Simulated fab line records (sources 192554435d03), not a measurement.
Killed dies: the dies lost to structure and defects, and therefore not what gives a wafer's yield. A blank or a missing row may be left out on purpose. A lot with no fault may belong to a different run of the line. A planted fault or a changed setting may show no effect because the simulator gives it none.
Matching of chambers	flow n5Finfet	N5_HKMG_FIN_NWFM_ALD_20 on aldMetal-01 has 4 sister chambers
The step deposits TiAlC, target thk 2 nm, pulse time 3 s, purge time 2 s. 4 wafers are shown with their chamber, then 8 later ones without.

## WAFERS WITH THEIR CHAMBER
wafer	chamber	heaterPowerW (W)
L084.2	1	450
L090.3	0	546
L090.6	2	716
L093.1	3	528

## WAFERS WITH NO CHAMBER GIVEN
wafer	heaterPowerW (W)
L093.4	721
L093.6	700
L094.3	536
L094.5	706
L094.6	538
L096.1	538
L096.4	537
L096.5	535

## CHAMBER TAKEN BY EACH
wafer	from the rows above	in truth
L093.4	2	2
L093.6	2	2
L094.3	can't be placed: 3 or 0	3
L094.5	2	2
L094.6	can't be placed: 0 or 3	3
L096.1	can't be placed: 0 or 3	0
L096.4	can't be placed: 0 or 3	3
L096.5	can't be placed: 3 or 0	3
Placed correctly: 3 of 8. Not placeable from these rows: 5 (in 5, the candidates include the true chamber). 0 placed wrongly.
How it was worked out, from the rows above alone: a wafer's distance from a chamber is the root of the sum, over the readings, of the square of ((its reading less the chamber's mean) divided by the reading's scatter). If the next closest chamber is less than 2 further off than the closest, the wafer can't be placed; otherwise it belongs to the closest. For every chamber, the mean is computed from those of its wafers that are shown. The scatter (one wafer shown for each chamber): square how far every hidden wafer sits from the nearest shown wafer, average those squares and take the square root.
